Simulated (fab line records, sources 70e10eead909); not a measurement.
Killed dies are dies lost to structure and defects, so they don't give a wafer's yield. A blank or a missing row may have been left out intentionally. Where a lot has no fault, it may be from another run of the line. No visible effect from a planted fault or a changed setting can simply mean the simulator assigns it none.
Shared-tool check || flow nand harc || Sampled: 12 lots, 36 wafers

## THE REASON FOR OPENING IT
At NHARC_END_SORT_01 the reading killed at periphery is flagged on 2 of 12 lots. Fault-free wafers read 3.2, with a standard deviation of 2.3.
Rule: a lot is flagged in two cases, either no wafer of it has a number, or all its wafers with numbers fall more than 4 standard deviations from that mean. All remaining lots are regarded as sound.

{"lot": "L675", "measured": "day 19 06:14", "on": "prober-02", "killed at periphery, wafer by wafer": "1 4 3", "flag": ""}
{"lot": "L678", "measured": "day 19 14:54", "on": "prober-02", "killed at periphery, wafer by wafer": "2 3 1", "flag": ""}
{"lot": "L676", "measured": "day 19 16:29", "on": "prober-01", "killed at periphery, wafer by wafer": "2 6 3", "flag": ""}
{"lot": "L677", "measured": "day 20 00:19", "on": "prober-01", "killed at periphery, wafer by wafer": "2 2 1", "flag": ""}
{"lot": "L679", "measured": "day 21 00:59", "on": "prober-02", "killed at periphery, wafer by wafer": "3 1 1", "flag": ""}
{"lot": "L683", "measured": "day 21 07:10", "on": "prober-01", "killed at periphery, wafer by wafer": "4 5 9", "flag": ""}
{"lot": "L681", "measured": "day 21 07:56", "on": "prober-02", "killed at periphery, wafer by wafer": "1 4 4", "flag": ""}
{"lot": "L684", "measured": "day 22 01:38", "on": "prober-02", "killed at periphery, wafer by wafer": "64 94 56", "flag": "FLAGGED"}
{"lot": "L685", "measured": "day 22 02:29", "on": "prober-01", "killed at periphery, wafer by wafer": "8 5 6", "flag": ""}
{"lot": "L686", "measured": "day 22 14:59", "on": "prober-01", "killed at periphery, wafer by wafer": "5 0 1", "flag": ""}
{"lot": "L687", "measured": "day 22 17:56", "on": "prober-02", "killed at periphery, wafer by wafer": "68 56 64", "flag": "FLAGGED"}
{"lot": "L694", "measured": "day 24 20:16", "on": "prober-01", "killed at periphery, wafer by wafer": "1 1 1", "flag": ""}
The mean of the flagged lots' numbers is 67.0, +63.8 from the usual (+28 standard deviations).

## LOT BY LOT: THE TOOL USED
The record holds 4 process steps before the reading, out of a route of 1159 steps. In each cell: the tool, then ch and the chambers that the sampled wafers went through, then the start.
{"lot": "L675", "flag": "", "NHARC_P_M1_ETCH_15": "rie diel-05 ch 0,2,3, day 5 19:22", "NHARC_THIN_TSV_ETCH_44": "rie diel-03 ch 1,3, day 18 09:18", "NHARC_THIN_TSV_ETCH_15": "rie si-01 ch 1,3, day 18 09:49", "NHARC_THIN_TSV_STRIP_45": "plasma asher-01 ch 0,1, day 18 10:02"}
{"lot": "L678", "flag": "", "NHARC_P_M1_ETCH_15": "rie diel-05 ch 2,3, day 6 18:47", "NHARC_THIN_TSV_ETCH_44": "rie diel-12 ch 1,2,3, day 19 02:23", "NHARC_THIN_TSV_ETCH_15": "rie si-02 ch 0,1,2, day 19 02:59", "NHARC_THIN_TSV_STRIP_45": "plasma asher-01 ch 0,1, day 19 03:14"}
{"lot": "L676", "flag": "", "NHARC_P_M1_ETCH_15": "rie diel-10 ch 0,2,3, day 5 20:45", "NHARC_THIN_TSV_ETCH_44": "rie diel-03 ch 1,2,3, day 19 00:08", "NHARC_THIN_TSV_ETCH_15": "rie si-02 ch 0,1, day 19 00:43", "NHARC_THIN_TSV_STRIP_45": "plasma asher-01 ch 0,1, day 19 01:01"}
{"lot": "L677", "flag": "", "NHARC_P_M1_ETCH_15": "rie diel-10 ch 0,1,3, day 6 18:34", "NHARC_THIN_TSV_ETCH_44": "rie diel-12 ch 0,1,2, day 19 01:28", "NHARC_THIN_TSV_ETCH_15": "rie si-06 ch 2,3, day 19 01:55", "NHARC_THIN_TSV_STRIP_45": "plasma asher-01 ch 0,1, day 19 02:13"}
{"lot": "L679", "flag": "", "NHARC_P_M1_ETCH_15": "rie diel-10 ch 0,3, day 7 09:37", "NHARC_THIN_TSV_ETCH_44": "rie diel-12 ch 0,2,3, day 20 07:39", "NHARC_THIN_TSV_ETCH_15": "rie si-02 ch 1,2, day 20 08:07", "NHARC_THIN_TSV_STRIP_45": "plasma asher-01 ch 0,1, day 20 08:28"}
{"lot": "L683", "flag": "", "NHARC_P_M1_ETCH_15": "rie diel-10 ch 1,3, day 8 00:52", "NHARC_THIN_TSV_ETCH_44": "rie diel-02 ch 0,1, day 20 18:38", "NHARC_THIN_TSV_ETCH_15": "rie si-06 ch 0,2, day 20 19:14", "NHARC_THIN_TSV_STRIP_45": "plasma asher-02 ch 0,1, day 20 19:31"}
{"lot": "L681", "flag": "", "NHARC_P_M1_ETCH_15": "rie diel-05 ch 0,1,3, day 7 15:10", "NHARC_THIN_TSV_ETCH_44": "rie diel-12 ch 1,2,3, day 20 16:21", "NHARC_THIN_TSV_ETCH_15": "rie si-01 ch 0,1,3, day 20 16:53", "NHARC_THIN_TSV_STRIP_45": "plasma asher-02 ch 0,1, day 20 17:05"}
{"lot": "L684", "flag": "FLAGGED", "NHARC_P_M1_ETCH_15": "rie diel-10 ch 0,1,3, day 8 07:32", "NHARC_THIN_TSV_ETCH_44": "rie diel-12 ch 0,2, day 21 11:05", "NHARC_THIN_TSV_ETCH_15": "rie si-02 ch 2,3, day 21 11:36", "NHARC_THIN_TSV_STRIP_45": "plasma asher-01 ch 0,1, day 21 11:52"}
{"lot": "L685", "flag": "", "NHARC_P_M1_ETCH_15": "rie diel-05 ch 0,1,3, day 8 07:40", "NHARC_THIN_TSV_ETCH_44": "rie diel-03 ch 0,1,3, day 21 10:04", "NHARC_THIN_TSV_ETCH_15": "rie si-01 ch 0,2,3, day 21 10:38", "NHARC_THIN_TSV_STRIP_45": "plasma asher-01 ch 0,1, day 21 10:54"}
{"lot": "L686", "flag": "", "NHARC_P_M1_ETCH_15": "rie diel-06 ch 0,1,3, day 9 10:41", "NHARC_THIN_TSV_ETCH_44": "rie diel-12 ch 0,3, day 21 23:58", "NHARC_THIN_TSV_ETCH_15": "rie si-02 ch 0,2, day 22 00:30", "NHARC_THIN_TSV_STRIP_45": "plasma asher-01 ch 1, day 22 00:43"}
{"lot": "L687", "flag": "FLAGGED", "NHARC_P_M1_ETCH_15": "rie diel-10 ch 0,3, day 9 10:25", "NHARC_THIN_TSV_ETCH_44": "rie diel-03 ch 1,2, day 22 01:06", "NHARC_THIN_TSV_ETCH_15": "rie si-06 ch 0,2,3, day 22 01:41", "NHARC_THIN_TSV_STRIP_45": "plasma asher-02 ch 0,1, day 22 01:53"}
{"lot": "L694", "flag": "", "NHARC_P_M1_ETCH_15": "rie diel-06 ch 0,1, day 10 18:38", "NHARC_THIN_TSV_ETCH_44": "rie diel-12 ch 0,2, day 24 03:20", "NHARC_THIN_TSV_ETCH_15": "rie si-02 ch 0,1, day 24 03:52", "NHARC_THIN_TSV_STRIP_45": "plasma asher-01 ch 0,1, day 24 04:05"}
These steps, and what they do:
- NHARC_P_M1_ETCH_15: etches the open film in C4F8/Ar, target depth 182.5 nm, time 91.2 s.
- NHARC_THIN_TSV_ETCH_44: etches the open film in CF4/O2, target depth 1594.2 nm, time 797.1 s.
- NHARC_THIN_TSV_ETCH_15: target depth 3000 nm, bosch target overetch cycles 2, bosch etch step 2.8 s.
- NHARC_THIN_TSV_STRIP_45: strips in O2.
- NHARC_END_SORT_01

## FLAGGED AGAINST TOTAL, ONE TOOL AT A TIME (gauges that did the reading follow at the end)
{"step": "NHARC_P_M1_ETCH_15", "tool": "rie diel-05", "lots run": 4, "flagged": 0, "share of the flagged lots": "none", "sound lots run after its first flagged lot": "-"}
{"step": "NHARC_P_M1_ETCH_15", "tool": "rie diel-06", "lots run": 2, "flagged": 0, "share of the flagged lots": "none", "sound lots run after its first flagged lot": "-"}
{"step": "NHARC_P_M1_ETCH_15", "tool": "rie diel-10", "lots run": 6, "flagged": 2, "share of the flagged lots": "all", "sound lots run after its first flagged lot": 0}
{"step": "NHARC_THIN_TSV_ETCH_44", "tool": "rie diel-02", "lots run": 1, "flagged": 0, "share of the flagged lots": "none", "sound lots run after its first flagged lot": "-"}
{"step": "NHARC_THIN_TSV_ETCH_44", "tool": "rie diel-03", "lots run": 4, "flagged": 1, "share of the flagged lots": "some", "sound lots run after its first flagged lot": 0}
{"step": "NHARC_THIN_TSV_ETCH_44", "tool": "rie diel-12", "lots run": 7, "flagged": 1, "share of the flagged lots": "some", "sound lots run after its first flagged lot": "2 (L686,L694)"}
{"step": "NHARC_THIN_TSV_ETCH_15", "tool": "rie si-01", "lots run": 3, "flagged": 0, "share of the flagged lots": "none", "sound lots run after its first flagged lot": "-"}
{"step": "NHARC_THIN_TSV_ETCH_15", "tool": "rie si-02", "lots run": 6, "flagged": 1, "share of the flagged lots": "some", "sound lots run after its first flagged lot": "2 (L686,L694)"}
{"step": "NHARC_THIN_TSV_ETCH_15", "tool": "rie si-06", "lots run": 3, "flagged": 1, "share of the flagged lots": "some", "sound lots run after its first flagged lot": 0}
{"step": "NHARC_THIN_TSV_STRIP_45", "tool": "plasma asher-01", "lots run": 9, "flagged": 1, "share of the flagged lots": "some", "sound lots run after its first flagged lot": "2 (L686,L694)"}
{"step": "NHARC_THIN_TSV_STRIP_45", "tool": "plasma asher-02", "lots run": 3, "flagged": 1, "share of the flagged lots": "some", "sound lots run after its first flagged lot": 0}
{"step": "NHARC_END_SORT_01", "tool": "prober-01", "lots run": 6, "flagged": 0, "share of the flagged lots": "none", "sound lots run after its first flagged lot": "-"}
{"step": "NHARC_END_SORT_01", "tool": "prober-02", "lots run": 6, "flagged": 2, "share of the flagged lots": "all", "sound lots run after its first flagged lot": 0}

## WHAT THE TABLE PERMITS
Table rows that saw every flagged lot: 2, namely rie diel-10 at NHARC_P_M1_ETCH_15 and prober-02 at NHARC_END_SORT_01.
- rie diel-10 at NHARC_P_M1_ETCH_15: 2 of its 6 lots flagged. A fault beginning between L683 (day 8 00:52), its last sound lot, and L684 (day 8 07:32), its first flagged one, fits the data.
- prober-02 at NHARC_END_SORT_01: 2 of its 6 lots flagged. A fault beginning between L681 (day 21 07:56), its last sound lot, and L684 (day 22 01:38), its first flagged one, fits the data.
These 2 tools cannot be told apart by counting lots, since each of them fits a fault that started at some hour. More lots, or a look at what each step does to the wafer, might.

## WHAT THE SIMULATOR PUT IN
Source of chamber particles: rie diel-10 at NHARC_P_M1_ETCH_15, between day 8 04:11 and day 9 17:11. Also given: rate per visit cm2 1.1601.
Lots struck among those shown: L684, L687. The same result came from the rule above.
